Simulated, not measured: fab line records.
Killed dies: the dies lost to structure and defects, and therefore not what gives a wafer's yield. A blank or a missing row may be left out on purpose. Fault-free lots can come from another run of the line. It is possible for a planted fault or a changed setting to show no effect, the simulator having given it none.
Matching of chambers + flow n5_finfet + N5_BEOL_M4_STRIP_19 on rie_diel-05 has 4 sister chambers
The step strips in O2. 33 wafers are shown with their chamber, then 12 later ones without.

== EACH WAFER AND ITS CHAMBER ==
| wafer  | chamber | drypump_motor_current_A (A) | throttle_valve_pct (%) | showerhead_plenum_p_Torr (Torr) |
|--------|---------|-----------------------------|------------------------|---------------------------------|
| L078.1 | 3       | 5.59                        | 16.52                  | 2.14                            |
| L078.2 | 0       | 5.13                        | 17.01                  | 2.18                            |
| L078.6 | 0       | 5.13                        | 17.00                  | 2.18                            |
| L081.2 | 2       | 5.92                        | 16.61                  | 2.08                            |
| L081.5 | 1       | 5.55                        | 16.54                  | 2.15                            |
| L081.6 | 2       | 5.91                        | 16.60                  | 2.08                            |
| L080.1 | 1       | 5.54                        | 16.54                  | 2.15                            |
| L080.2 | 0       | 5.12                        | 17.01                  | 2.17                            |
| L080.3 | 3       | 5.59                        | 16.51                  | 2.14                            |
| L080.4 | 2       | 5.92                        | 16.61                  | 2.08                            |
| L080.5 | 3       | 5.58                        | 16.54                  | 2.14                            |
| L080.6 | 0       | 5.13                        | 17.02                  | 2.17                            |
| L082.1 | 0       | 5.10                        | 17.03                  | 2.17                            |
| L082.2 | 2       | 5.92                        | 16.59                  | 2.08                            |
| L082.3 | 3       | 5.59                        | 16.54                  | 2.14                            |
| L082.4 | 1       | 5.56                        | 16.55                  | 2.15                            |
| L082.5 | 0       | 5.12                        | 17.02                  | 2.17                            |
| L082.6 | 3       | 5.59                        | 16.52                  | 2.14                            |
| L083.2 | 0       | 5.11                        | 17.03                  | 2.17                            |
| L083.5 | 3       | 5.61                        | 16.54                  | 2.14                            |
| L083.6 | 0       | 5.12                        | 17.02                  | 2.17                            |
| L084.1 | 2       | 5.92                        | 16.62                  | 2.07                            |
| L084.3 | 0       | 5.09                        | 17.04                  | 2.17                            |
| L084.4 | 1       | 5.57                        | 16.54                  | 2.15                            |
| L087.2 | 1       | 5.55                        | 16.57                  | 2.15                            |
| L087.5 | 2       | 5.93                        | 16.62                  | 2.07                            |
| L087.6 | 3       | 5.59                        | 16.55                  | 2.13                            |
| L088.1 | 3       | 5.60                        | 16.56                  | 2.13                            |
| L088.2 | 0       | 5.12                        | 17.06                  | 2.17                            |
| L088.4 | 1       | 5.53                        | 16.59                  | 2.14                            |
| L090.2 | 2       | 5.90                        | 16.66                  | 2.07                            |
| L090.4 | 2       | 5.88                        | 16.65                  | 2.07                            |
| L090.6 | 3       | 5.61                        | 16.58                  | 2.13                            |

SIGNATURES, as means of the wafers listed above
| reading                  | chamber 0 | chamber 1 | chamber 2 | chamber 3 | scatter within a chamber |
|--------------------------|-----------|-----------|-----------|-----------|--------------------------|
| drypump_motor_current_A  | 5.1170    | 5.5500    | 5.9125    | 5.5944    | 0.0134                   |
| throttle_valve_pct       | 17.0240   | 16.5550   | 16.6200   | 16.5400   | 0.0208                   |
| showerhead_plenum_p_Torr | 2.1720    | 2.1483    | 2.0750    | 2.1367    | 0.00471                  |
Rule: distance of a wafer from a chamber = root of the sum over the readings of ((wafer's reading minus chamber's mean) / reading's scatter) squared. If the next closest chamber is less than 2 further off than the closest, the wafer can't be placed; otherwise it belongs to the closest. The scatter: take each reading less its chamber's mean, square it, sum over the shown wafers, divide by the number of wafers less the number of chambers, and take the root.

== WAFERS MISSING THEIR CHAMBER ==
| wafer  | drypump_motor_current_A (A) | throttle_valve_pct (%) | showerhead_plenum_p_Torr (Torr) |
|--------|-----------------------------|------------------------|---------------------------------|
| L094.2 | 5.53                        | 16.63                  | 2.14                            |
| L094.3 | 5.62                        | 16.58                  | 2.13                            |
| L094.5 | 5.60                        | 16.58                  | 2.12                            |
| L091.1 | 5.54                        | 16.61                  | 2.14                            |
| L091.2 | 5.60                        | 16.60                  | 2.12                            |
| L091.3 | 5.92                        | 16.68                  | 2.07                            |
| L091.4 | 5.94                        | 16.66                  | 2.07                            |
| L091.5 | 5.56                        | 16.62                  | 2.14                            |
| L091.6 | 5.61                        | 16.59                  | 2.12                            |
| L096.1 | 5.59                        | 16.58                  | 2.12                            |
| L096.4 | 5.92                        | 16.67                  | 2.07                            |
| L096.6 | 5.60                        | 16.59                  | 2.12                            |

== WHICH CHAMBER EACH ONE RAN IN ==
| wafer  | from the rows above     | in truth |
|--------|-------------------------|----------|
| L094.2 | 1                       | 1        |
| L094.3 | 3                       | 3        |
| L094.5 | 3                       | 3        |
| L091.1 | 1                       | 1        |
| L091.2 | 3                       | 3        |
| L091.3 | 2                       | 2        |
| L091.4 | 2                       | 2        |
| L091.5 | can't be placed: 1 or 3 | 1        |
| L091.6 | 3                       | 3        |
| L096.1 | 3                       | 3        |
| L096.4 | 2                       | 2        |
| L096.6 | 3                       | 3        |
Correct placement for 11 of the 12. Not placeable from these rows: 1 (in 1, the candidates include the true chamber). Placed wrongly: 0.
